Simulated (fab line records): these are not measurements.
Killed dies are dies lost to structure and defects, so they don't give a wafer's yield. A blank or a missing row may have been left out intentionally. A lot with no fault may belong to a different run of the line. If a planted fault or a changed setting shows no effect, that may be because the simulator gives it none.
fab line records | flow nandHarc
record: lots: 11 wafers: 33 lastDay: 33
route steps=1302 shown A_CHANNEL_HOLE_D1@471 A_CHANNEL_FILL_D1@495 END@1302
lots that met no fault: from a run of the same line without faults
startH: the number of hours between the record's first day and the start of the first shown wafer of the lot | waitH: hours elapsed since this lot's preceding step | " unchanged from the row above | L1.1+2: one row covering several wafers at once | - no value present, or no start provided | * or withheld: withheld | < > ~ a bound
route shown NAME@n: NAME is a module with steps in the file, n the number in the route of the first one | usual: mean/standard deviation of fault-free wafers | same: alike in all rows | chamber/n: place in a boat | sites: per-site readings | _std_site: their standard deviation | _edge_site: outer sites' mean less inner sites' | radiusMm: for every site, how far away it sits from the centre of the wafer | mask NAME#n: copy n | behind: tool/chamber where the wafer was last shaped | hold: why the lot went on hold/how many hours it stayed there/how the hold came to an end | device: transistor that didn't switch, given as n, p or np | end of line: the route-end tests of the same wafers | a step with no rows: only its recipe | killed: dies that structure and defects cost at the first sort, which is not the same as the wafer's yield | map: a wafer's dies, marking killed ones x, the rest . and places with no die _
set.NAME: the setting that was run; set.NAME@STEP: the one run at that earlier step | model.NAME: the simulator's own value behind a step, which no gauge read
the route's steps for a sample of lots (tables are steps, rows are wafers)
services: when a tool's chamber went out of use (startH, in hours from the record's first day, below 0 if earlier), for how many hours, and the reason
== steps ==
step: NHARC_A_CHANNEL_HOLE_D1_ETCH_19
recipe: biasV: 1200 sourceW: 2500 pressureMtorr: 15 timeS: 34.5 arFlowSccm: 375 c4f8FlowSccm: 28.8 o2FlowSccm: 96.2 tempC: -20 targetDepthA: * chemistry: C4F8/O2/Ar
usual: drypumpMotorCurrentA: 6.1/0.45 oesAirLineAu: 1.000/0.019 rfFwdPowerW: 2442/12 showerheadPlenumPTorr: 3.69/0.12 tempC: -19.99/0.1 throttleValvePct: 37.037/0.0096
same: timeS: 34.5
columns lot.wafer tool chamber startH waitH drypumpMotorCurrentA oesAirLineAu rfFwdPowerW rfHoursCounterH showerheadPlenumPTorr tempC throttleValvePct
L312.2 harEtch-01 0 199.66 2.6 6.5 1.001 2442 96 3.54 -19.88 37.024
L312.1 " 1 " " 6.6 1.021 2444 96 3.77 -20.07 37.041
L312.6 " 1 " " 6.6 0.998 2432 - 3.77 -20.09 37.045
L315.2 harEtch-02 0 211.59 0.1 5.6 1.034 2437 314 3.80 -20.13 37.028
L315.3 " 1 " " 5.7 0.993 2459 - 3.80 -20.09 37.039
L315.4 " 0 " " 5.6 1.005 2429 - 3.80 -19.93 37.041
L314.1 harEtch-01 0 212.17 0.5 6.5 0.995 2440 107 3.53 -19.80 37.031
L314.4 " 0 " " 6.5 1.013 2453 - 3.53 -19.86 37.043
L314.6 " 0 " " 6.5 0.995 2436 - 3.53 -19.73 37.038
L317.2 harEtch-02 0 241.27 0.1 5.6 0.975 2435 329 3.79 -20.02 37.034
L317.6 " 0 " " 5.6 0.956 2430 - 3.79 -19.88 37.047
L317.5 " 1 " " 5.7 1.006 2462 - 3.79 -20.05 37.029
L319.1 harEtch-02 0 260.13 0.1 5.5 0.978 2433 336 3.79 -19.94 37.036
L319.4 " 0 " " 5.5 0.962 2426 - 3.79 -19.98 37.025
L319.6 " 0 " " 5.6 1.006 2433 - 3.79 -20.03 37.021
L326.2 harEtch-02 0 326.45 0.1 5.6 0.994 2453 382 3.76 -19.85 37.051
L326.3 " 1 " " 5.7 1.013 2454 - 3.77 -20.02 37.021
L326.6 " 1 " " 5.7 1.000 2449 - 3.77 -19.97 37.043
L328.2 harEtch-02 0 348.17 0.1 5.6 1.015 2440 394 3.76 -20.06 37.021
L328.4 " 1 " " 5.7 0.993 2445 - 3.76 -20.06 37.049
L328.3 " 0 " " 5.5 1.019 2432 - 3.76 -19.97 37.045
L329.4 harEtch-01 1 368.47 0.1 6.6 0.986 2421 - 3.72 -20.00 37.041
L329.5 " 0 " " 6.5 0.985 2433 - 3.48 -20.03 37.032
L329.6 " 1 " " 6.6 0.978 2422 - 3.72 -20.03 37.027
L332.1 harEtch-02 1 394.00 5.3 5.7 0.997 2454 0 3.76 -19.92 37.035
L332.3 " 1 " " 5.7 1.021 2459 - 3.76 -19.89 37.054
L332.4 " 0 " " 5.6 0.996 2432 - 3.75 -19.98 37.036
L333.1 harEtch-02 0 401.98 1.9 5.5 1.010 2441 8 3.74 -20.00 37.030
L333.3 " 1 " " 5.7 1.018 2472 - 3.75 -19.74 37.050
L333.6 " 0 " " 5.5 0.998 2433 - 3.74 -20.06 37.034
L334.2 harEtch-02 1 415.55 4.7 5.7 1.028 2447 15 3.75 -20.10 37.030
L334.4 " 0 " " 5.6 1.026 2431 - 3.74 -20.15 37.048
L334.5 " 1 " " 5.7 1.008 2441 - 3.75 -19.99 37.038
step: NHARC_A_CHANNEL_HOLE_D1_ETCH_24
recipe: biasV: 5000 sourceW: withheld pressureMtorr: 20 timeS: 906.2 arFlowSccm: 375 c4f8FlowSccm: 93.8 o2FlowSccm: 31.2 tempC: -20 targetDepthA: 15000 chemistry: C4F8/O2/Ar
usual: drypumpMotorCurrentA: 6.1/0.45 oesAirLineAu: 1.004/0.02 showerheadPlenumPTorr: 3.65/0.11 tempC: -20.02/0.099 throttleValvePct: 32.235/0.0094
same: timeS: 906.2
columns lot.wafer tool chamber startH waitH drypumpMotorCurrentA oesAirLineAu rfHoursCounterH showerheadPlenumPTorr tempC throttleValvePct
L312.2 harEtch-01 0 201.78 0.6 6.4 1.012 98 3.50 -19.96 32.260
L312.1 " 1 " " 6.5 0.979 98 3.72 -20.14 32.226
L312.6 " 1 " " 6.5 0.994 - 3.72 -20.20 32.252
L315.2 harEtch-02 0 213.82 0.6 5.6 1.030 316 3.75 -19.99 32.246
L315.3 " 1 " " 5.7 0.994 - 3.75 -19.98 32.234
L315.4 " 0 " " 5.6 0.987 - 3.75 -19.89 32.236
L314.1 harEtch-01 0 214.41 0.6 6.5 0.973 109 3.49 -20.15 32.222
L314.4 " 0 " " 6.5 0.996 - 3.49 -20.01 32.233
L314.6 " 0 " " 6.5 0.975 - 3.49 -19.91 32.241
L317.2 harEtch-02 0 243.41 0.6 5.6 0.981 331 3.74 -20.16 32.247
L317.6 " 0 " " 5.6 0.998 - 3.74 -20.13 32.241
L317.5 " 1 " " 5.7 0.968 - 3.74 -20.05 32.237
L319.1 harEtch-02 0 264.39 1.2 5.6 1.022 341 3.74 -19.98 32.238
L319.4 " 0 " " 5.6 0.991 - 3.74 -20.17 32.233
L319.6 " 0 " " 5.6 1.030 - 3.74 -20.13 32.225
L326.2 harEtch-02 0 328.59 0.6 5.5 1.017 384 3.71 -20.00 32.237
L326.3 " 1 " " 5.7 1.001 - 3.72 -19.81 32.246
L326.6 " 1 " " 5.7 0.996 - 3.72 -19.92 32.241
L328.2 harEtch-02 0 350.40 0.6 5.6 1.033 396 3.71 -19.93 32.215
L328.4 " 1 " " 5.7 0.959 - 3.72 -19.86 32.245
L328.3 " 0 " " 5.6 1.015 - 3.71 -20.02 32.234
L329.4 harEtch-01 1 370.93 0.6 6.6 0.991 - 3.67 -20.01 32.237
L329.5 " 0 " " 6.4 0.985 - 3.44 -20.02 32.233
L329.6 " 1 " " 6.6 0.996 - 3.67 -19.95 32.228
L332.1 harEtch-02 1 396.13 0.6 5.7 0.997 2 3.71 -20.07 32.240
L332.3 " 1 " " 5.7 1.023 - 3.71 -19.92 32.235
L332.4 " 0 " " 5.6 0.978 - 3.70 -20.14 32.231
L333.1 harEtch-02 0 409.43 0.6 5.6 1.005 10 3.69 -19.89 32.231
L333.3 " 1 " " 5.7 1.012 - 3.70 -19.98 32.235
L333.6 " 0 " " 5.6 1.015 - 3.69 -20.02 32.229
L334.2 harEtch-02 1 417.76 0.6 5.6 1.015 17 3.70 -20.04 32.235
L334.4 " 0 " " 5.5 1.013 - 3.69 -19.99 32.241
L334.5 " 1 " " 5.7 1.026 - 3.70 -20.02 32.219
step: NHARC_A_CHANNEL_HOLE_D1_ETCH_33
recipe: biasV: 400 sourceW: 2000 pressureMtorr: 25 timeS: 90 arFlowSccm: 375 c4f8FlowSccm: 41.7 o2FlowSccm: 83.3 tempC: -20 targetDepthA: 4000 chemistry: C4F8/O2/Ar
usual: drypumpMotorCurrentA: 6.1/0.45 oesAirLineAu: 0.998/0.017 rfFwdPowerW: 1986/6.6 showerheadPlenumPTorr: 3.69/0.11 tempC: -20.01/0.11 throttleValvePct: 27.620/0.0083
same: timeS: 90
columns lot.wafer tool chamber startH waitH drypumpMotorCurrentA oesAirLineAu rfFwdPowerW rfHoursCounterH showerheadPlenumPTorr tempC throttleValvePct
L312.2 harEtch-01 0 203.62 0.2 6.4 1.017 1990 99 3.53 -19.92 27.613
L312.1 " 1 " " 6.6 0.972 1987 99 3.77 -20.03 27.627
L312.6 " 1 " " 6.6 0.977 1991 - 3.77 -20.15 27.622
L315.2 harEtch-02 0 215.58 0.2 5.6 1.027 1988 317 3.80 -20.06 27.620
L315.3 " 1 " " 5.7 0.972 1994 - 3.80 -19.89 27.618
L315.4 " 0 " " 5.6 1.005 1981 - 3.80 -20.20 27.619
L314.1 harEtch-01 0 216.18 0.2 6.5 0.976 1974 111 3.53 -20.07 27.607
L314.4 " 0 " " 6.5 0.977 1972 - 3.53 -19.93 27.622
L314.6 " 0 " " 6.5 0.988 1983 - 3.53 -19.98 27.622
L317.2 harEtch-02 0 245.26 0.2 5.6 1.029 1985 333 3.79 -19.96 27.617
L317.6 " 0 " " 5.6 0.989 1984 - 3.79 -19.99 27.610
L317.5 " 1 " " 5.7 0.987 2001 - 3.79 -20.04 27.619
L319.1 harEtch-02 0 268.11 0.3 5.6 1.001 1986 344 3.78 -20.02 27.633
L319.4 " 0 " " 5.6 1.001 1987 - 3.78 -20.10 27.621
L319.6 " 0 " " 5.6 0.994 1982 - 3.78 -19.92 27.610
L326.2 harEtch-02 0 330.41 0.2 5.6 1.024 1980 386 3.76 -20.28 27.617
L326.3 " 1 " " 5.7 0.998 1986 - 3.77 -20.01 27.626
L326.6 " 1 " " 5.7 1.017 1993 - 3.77 -19.88 27.609
L328.2 harEtch-02 0 352.14 0.2 5.6 0.983 1988 398 3.75 -19.89 27.632
L328.4 " 1 " " 5.7 1.018 2007 - 3.76 -20.04 27.621
L328.3 " 0 " " 5.6 1.013 1985 - 3.75 -19.93 27.601
L329.4 harEtch-01 1 372.47 0.2 6.5 0.991 1986 - 3.71 -19.79 27.620
L329.5 " 0 " " 6.5 0.992 1991 - 3.48 -19.93 27.626
L329.6 " 1 " " 6.5 0.969 1999 - 3.71 -20.03 27.612
L332.1 harEtch-02 1 397.97 0.2 5.7 0.999 1993 4 3.75 -20.16 27.624
L332.3 " 1 " " 5.7 1.010 1985 - 3.75 -20.14 27.607
L332.4 " 0 " " 5.6 1.042 1979 - 3.74 -20.14 27.614
L333.1 harEtch-02 0 411.19 0.2 5.6 0.981 1988 11 3.74 -20.18 27.622
L333.3 " 1 " " 5.7 1.009 1983 - 3.75 -20.01 27.634
L333.6 " 0 " " 5.6 1.008 1983 - 3.74 -20.10 27.628
L334.2 harEtch-02 1 419.50 0.2 5.7 1.003 1986 19 3.74 -20.05 27.604
L334.4 " 0 " " 5.6 0.981 1979 - 3.73 -19.93 27.622
L334.5 " 1 " " 5.7 1.013 1996 - 3.74 -19.92 27.624
step: NHARC_A_CHANNEL_HOLE_D1_INSPECT_40
usual: rawDefectCount: 68/27
columns lot.wafer tool chamber startH waitH rawDefectCount
L312.1 defectInspect-02 - 205.35 - 44
L312.2 " - " " 55
L312.6 " - " " 37
L315.2 defectInspect-01 - 217.27 - 81
L315.3 " - " " 108
L315.4 " - " " 88
L314.1 defectInspect-02 - 217.91 - 56
L314.4 " - " " 40
L314.6 " - " " 30
L317.2 defectInspect-01 - 246.99 - 679
L317.5 " - " " 712
L317.6 " - " " 733
L319.1 defectInspect-01 - 270.03 - 727
L319.4 " - " " 632
L319.6 " - " " 668
L326.2 defectInspect-01 - 332.14 - 96
L326.3 " - " " 66
L326.6 " - " " 94
L328.2 defectInspect-01 - 353.85 - 95
L328.3 " - " " 104
L328.4 " - " " 100
L329.4 defectInspect-02 - 374.65 - 75
L329.5 " - " " 71
L329.6 " - " " 61
L332.1 defectInspect-02 - 399.84 - 64
L332.3 " - " " 54
L332.4 " - " " 46
L333.1 defectInspect-02 - 412.88 - 52
L333.3 " - " " 52
L333.6 " - " " 27
L334.2 defectInspect-02 - 421.19 - 46
L334.4 " - " " 29
L334.5 " - " " 78
step: NHARC_A_CHANNEL_FILL_D1_ALD_15
recipe: targetThkA: 20 pulseTimeS: 60 aldCycles: 19 tempC: 630 pressureTorr: 2 material: SiNx
usual: precursorPulseHeightRel: 1.002/0.021
columns lot.wafer tool chamber startH waitH precursorPulseHeightRel
L312.1 aldSinBatch-02 0 - - 0.974
L312.2 " 0 " " 1.025
L312.6 " 0 " " 1.014
L314.1 aldSinBatch-02 0 - - 1.013
L314.4 " 0 " " 1.008
L314.6 " 0 " " 1.000
L315.2 aldSinBatch-02 0 - - 1.011
L315.3 " 0 " " 0.991
L315.4 " 0 " " 1.008
L317.2 aldSinBatch-02 0 - - 0.976
L317.5 " 0 " " 1.008
L317.6 " 0 " " 1.011
L319.1 aldSinBatch-01 0 - - 0.980
L319.4 " 0 " " 1.021
L319.6 " 0 " " 1.005
L326.2 aldSinBatch-02 0 - - 0.984
L326.3 " 0 " " 1.002
L326.6 " 0 " " 0.983
L328.2 aldSinBatch-01 0 - - 1.037
L328.3 " 0 " " 0.991
L328.4 " 0 " " 1.004
L329.4 aldSinBatch-02 0 385.75 3.2 0.960
L329.5 " 0 " " 1.025
L329.6 " 0 " " 0.980
L332.1 aldSinBatch-03 0 - - 0.997
L332.3 " 0 " " 0.993
L332.4 " 0 " " 0.991
L333.1 aldSinBatch-02 0 - - 1.006
L333.3 " 0 " " 0.986
L333.6 " 0 " " 1.015
L334.2 aldSinBatch-03 0 - - 1.026
L334.4 " 0 " " 0.995
L334.5 " 0 " " 1.006
step: NHARC_END_SORT_01
recipe: tempC: 25
usual: killedAtArray: 55/20 killedAtOther: 1.2/1.3 killedAtPeriphery: 4.0/3 killedDies: 60/21 killedOpen: 3.2/1.9 killedShort: 2.5/1.6
same: grossDies: 677
columns lot.wafer tool chamber startH waitH killedAtArray killedAtOther killedAtPeriphery killedDies killedOpen killedShort
L317.2 prober-01 0 623.75 2.8 116 0 3 119 1 2
L317.5 prober-01 0 626.15 3.7 129 0 0 129 1 1
L317.6 prober-01 0 626.94 4.0 122 1 1 124 1 1
L319.1 prober-01 0 630.70 2.5 120 5 8 133 5 3
L319.4 prober-01 0 633.12 3.4 113 0 3 116 1 2
L319.6 prober-01 0 634.73 4.0 124 0 6 130 5 6
L326.2 prober-02 0 715.50 2.8 48 1 4 53 3 6
L326.3 prober-02 0 716.32 3.2 52 3 7 62 3 2
L326.6 prober-02 0 718.77 4.1 55 4 4 63 2 2
killed by level:class
L317.2 A_CHANNEL_HOLE_D1:unspecified=72 A_CHANNEL_HOLE_D2:chamberFilmFlake=29 A_CHANNEL_HOLE_D1:chamberFilmFlake=9 A_CONTACT:chamberFilmFlake=3 P_ZERO_WELL:chamberFilmFlake=2 P_CONTACT:geometricParticle:open=1 A_CHANNEL_FILL_D2:geometricParticle:short=1 A_WL_FILL:geometricParticle:short=1
L317.5 A_CHANNEL_HOLE_D1:unspecified=83 A_CHANNEL_HOLE_D2:chamberFilmFlake=29 A_CHANNEL_HOLE_D1:chamberFilmFlake=9 A_M0:chamberFilmFlake=4 A_ONON_D2:geometricParticle:open=1 A_WL_FILL:geometricParticle:short=1 A_DECK1_JOINT:chamberFilmFlake=1 A_M1:chamberFilmFlake=1
L317.6 A_CHANNEL_HOLE_D1:unspecified=82 A_CHANNEL_HOLE_D2:chamberFilmFlake=34 A_CHANNEL_HOLE_D1:chamberFilmFlake=2 P_M0:geometricParticle:open=1 A_WL_FILL:geometricParticle:short=1 A_SGD_CUT:chamberFilmFlake=1 A_WL_FILL:chamberFilmFlake=1 A_M0:chamberFilmFlake=1
L319.1 A_CHANNEL_HOLE_D1:unspecified=79 A_CHANNEL_HOLE_D2:chamberFilmFlake=17 A_CHANNEL_HOLE_D1:chamberFilmFlake=7 THIN_TSV:chamberFilmFlake=5 A_CONTACT:chamberFilmFlake=3 A_CHANNEL_FILL_D2:geometricParticle:open=2 P_ZERO_WELL:chamberFilmFlake=2 P_M1:chamberFilmFlake=2
L319.4 A_CHANNEL_HOLE_D1:unspecified=74 A_CHANNEL_HOLE_D2:chamberFilmFlake=14 A_CHANNEL_HOLE_D1:chamberFilmFlake=9 A_CHANNEL_FILL_D1:chamberFilmFlake=3 A_SGD_CUT:chamberFilmFlake=3 A_CONTACT:chamberFilmFlake=3 A_DECK1_JOINT:chamberFilmFlake=2 A_WL_FILL:chamberFilmFlake=2
L319.6 A_CHANNEL_HOLE_D1:unspecified=77 A_CHANNEL_HOLE_D2:chamberFilmFlake=15 A_CHANNEL_HOLE_D1:chamberFilmFlake=6 A_WL_FILL:chamberFilmFlake=6 A_CONTACT:chamberFilmFlake=4 A_SOURCE_PLATE:geometricParticle:open=2 P_BONDPAD:chamberFilmFlake=2 A_CHANNEL_FILL_D1:chamberFilmFlake=2
L326.2 A_CHANNEL_HOLE_D1:chamberFilmFlake=28 A_STAIRCASE:chamberFilmFlake=4 A_SLIT:chamberFilmFlake=3 A_SGD_CUT:chamberFilmFlake=3 P_M1:geometricParticle:short=1 A_SOURCE_PLATE:geometricParticle:short=1 A_CHANNEL_FILL_D1:geometricParticle:open=1 A_DECK1_JOINT:geometricParticle:short=1
L326.3 A_CHANNEL_HOLE_D1:chamberFilmFlake=32 A_SLIT:chamberFilmFlake=7 A_STAIRCASE:chamberFilmFlake=6 THIN_TSV:chamberFilmFlake=3 P_CONTACT:geometricParticle:open=2 P_BONDPAD:chamberFilmFlake=2 A_CHANNEL_FILL_D2:chamberFilmFlake=2 A_CONTACT:chamberFilmFlake=2
L326.6 A_CHANNEL_HOLE_D1:chamberFilmFlake=35 A_SLIT:chamberFilmFlake=6 THIN_TSV:chamberFilmFlake=4 A_STAIRCASE:chamberFilmFlake=4 A_CHANNEL_FILL_D1:chamberFilmFlake=3 P_M0:chamberFilmFlake=2 A_CONTACT:chamberFilmFlake=2 P_M2:geometricParticle:short=1
== services ==
columns tool chamber startH hours kind
harEtch-02 1 257.74 - consumableReplace:esc
harEtch-02 1 257.74 17.0 scheduledDown
harEtch-02 1 257.74 17.0 ventCycle
aldSinBatch-02 - 266.00 26.0 pm
harEtch-01 - 362.35 4.3 repair
harEtch-02 - 377.00 17.0 pm
harEtch-02 0 377.00 17.0 ventCycle
harEtch-02 1 377.00 17.0 ventCycle
harEtch-02 0 394.00 - clean
harEtch-02 0 394.00 - consumableReplace:focusRing
harEtch-02 1 394.00 - clean
harEtch-02 1 394.00 - consumableReplace:focusRing
== key ==
firstSign: step: NHARC_A_CHANNEL_HOLE_D1_INSPECT_40 reading: rawDefectCount direction: up sigmas: 23 usual: 68 struck: 692
effect: step: NHARC_END_SORT_01 reading: killedAtArray direction: up sigmas: 3.2 usual: 55 struck: 121
moreKillsBornAt: NHARC_A_CHANNEL_HOLE_D1_ETCH_33@harEtch-02: 312
metAt NHARC_A_CHANNEL_HOLE_D1_ETCH_33
struckLots L317,L319
testerLeftOut L317,L319
notActingAt NHARC_A_CHANNEL_HOLE_D1_ETCH_19,NHARC_A_CHANNEL_HOLE_D1_ETCH_24,NHARC_A_CHANNEL_FILL_D1_ALD_15
onsetBetween 215.58 245.26
fault: kind: chamberParticleSource tool: harEtch-02 chamber: - onsetH: 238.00 steps: NHARC_A_CHANNEL_HOLE_D1_ETCH_33 ratePerVisitCm2: 0.96782 endH: 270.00
testerLeftOut: of these lots the tester's yield and bins aren't shown, on N5 and GAA mostly nor the transistor test; their killed dies are dies lost to structure and defects alone, not to doping, threshold or leakage, so they don't give the yield
